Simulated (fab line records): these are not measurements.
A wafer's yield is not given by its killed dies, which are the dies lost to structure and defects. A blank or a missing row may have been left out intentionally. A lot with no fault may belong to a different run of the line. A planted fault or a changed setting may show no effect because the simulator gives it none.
Comparing a struck lot with a sound one + flow n5Finfet + 36 out of 1938 route steps
Sound: these wafers, L388.3, L388.4, L388.6. The struck wafers were L381.2, L381.3, L381.5. Last of all comes the cause.
Order at every step that has rows: each side's tool, ch and its chambers, its first start. Under that, the readings that differ: sound wafers + struck wafers + difference of the means + sigmas: that difference in standard deviations of wafers without a fault.
alike: words and numbers the same on both sides, and readings whose means are apart by under 2 such deviations; not compared: readings that were withheld, readings missing a value for some wafer, numbers with overlapping values and no deviation given by the record, and bounds like >300 which may hide the same value.
A row with sigmas, a row that says differs or no value, or rows on one side alone: a step with any of these is where the two part. Non-overlapping numbers with no deviation appear without sigmas and do not part them. A reading missing from all wafers of one side parts the sides only when that side holds two or more wafers.

first, 9 steps without rows for these wafers: N5_BEOL_M4_ANNEAL_95 (time 240 s); N5_BEOL_M4_SPUTTER_96 (material Cu, target thk 4.5 nm, time 8.29 s); N5_BEOL_M4_ECD_50 (material Cu, target thk 300 nm); N5_BEOL_M4_ANNEAL_51 (time 90 s); N5_BEOL_M4_CMP_52 (polishes, stops on SiOC, t overpolish 6.8 s, target thk 40 nm); N5_BEOL_M4_PRE_CLEAN_60 (time 15 s); N5_BEOL_M4_CO_CAP_55 (material Co, precursor CCTBA/H2, target thk 2 nm, time 102.1 s); N5_BEOL_M4_PRE_CLEAN_56 (time 15 s); N5_BEOL_M4_DEP_57 (deposits SiCN from 3MS/NH3, target thk 8 nm, time 14 s).
N5_BEOL_M4_RC_MEAS_101:
  sound on prober-02 ch 0, day 14 08:37; struck on prober-02 ch 0, day 12 10:10
| reading       | sound          | struck         | difference | sigmas |
|---------------|----------------|----------------|------------|--------|
| DIBL_P (mV/V) | 35.6 33.7 31.5 | 36.4 39.6 41.1 | +5.4       | +2     |
  alike: DIBL_N, IOFF_N, IOFF_P, ION_N, ION_P, SS_N, SS_P, VT_N, VT_P
then, 24 steps without rows for these wafers: N5_BEOL_M5_ILD_DEP_00 (deposits SiCOH lowk from DEMS/porogen, target thk 140.64 nm, time 25.9 s); N5_BEOL_M5_CURE_79 (cures SiCOH lowk, time 240 s); N5_BEOL_M5_PECVD_70 (deposits SiO2 from TEOS/O2, target thk 16 nm, time 18 s); N5_BEOL_M5_HM_DEP_02 (deposits TiN, target thk 20 nm); N5_BEOL_M5_COAT_59 (time 60 s, resist thk 60 nm); N5_BEOL_M5_COAT_60 (time 60 s, resist thk 12 nm); N5_BEOL_M5_COAT_71 (time 60 s, resist thk 5 nm); N5_BEOL_M5_COAT_05 (resist thk 30 nm); N5_BEOL_M5_EBR_07; N5_BEOL_M5_SOFTBAKE_06 (time 60 s); N5_BEOL_M5_EXPOSE_08 (exposes mask M5, target cd 28 nm); N5_BEOL_M5_PEB_09 (peb time 60 s); N5_BEOL_M5_DEVELOP_10 (develop time 30 s); N5_BEOL_M5_DESCUM_16 (chemistry O2, time 7 s); N5_BEOL_M5_ETCH_72 (etches underlayer in N2/H2, target depth 6.5 nm, time 5.2 s); N5_BEOL_M5_ETCH_61 (etches SiARC in CF4, target depth 15.6 nm, time 26 s); N5_BEOL_M5_ETCH_62 (etches SOC in N2/H2, target depth 75 nm, overetch 15 nm, time 112.5 s); N5_BEOL_M5_STRIP_63 (strips in N2/H2); N5_BEOL_M5_STRIP_73 (strips in N2/H2); N5_BEOL_M5_STRIP_64 (strips in CF4); N5_BEOL_M5_HM_OPEN_17 (chemistry Cl2/BCl3, target TiN, target depth 20 nm, overetch 6 nm); N5_BEOL_M5_STRIP_19 (strips in O2); N5_BEOL_M5_COAT_65 (time 60 s, resist thk 60 nm); N5_BEOL_M5_COAT_66 (time 60 s, resist thk 12 nm).
N5_BEOL_M7_ETCH_41: etches SiCN in CH3F/O2, target depth 31.9 nm, time 57.8 s.
  sound on rieDiel-02 ch 0,3, day 15 11:55; struck on rieDiel-02 ch 0,3, day 13 14:20
  no value came back on the struck wafers for any of 8 readings (CH3F_flow_sccm (sccm), O2_flow_sccm (sccm) and others); on the sound wafers CH3F_flow_sccm (sccm) reads 29.99 29.76 29.78
  not compared: rfHoursCounterH
-- the record jumps here: 3 days lie between the struck wafers' starts before and after (it left off in module BEOL_M7 and takes up again in module PASSIVATION, whose first step shown is number 1936 of the route) --
N5_PASSIVATION_PROBE_49:
  record: rows for the struck wafers here (prober-02, day 17 01:59), none for the sound ones

## WHERE THEY PART
Earliest at N5_BEOL_M4_RC_MEAS_101; latest, in this record, at N5_PASSIVATION_PROBE_49.

WHY: whatever the simulator had introduced
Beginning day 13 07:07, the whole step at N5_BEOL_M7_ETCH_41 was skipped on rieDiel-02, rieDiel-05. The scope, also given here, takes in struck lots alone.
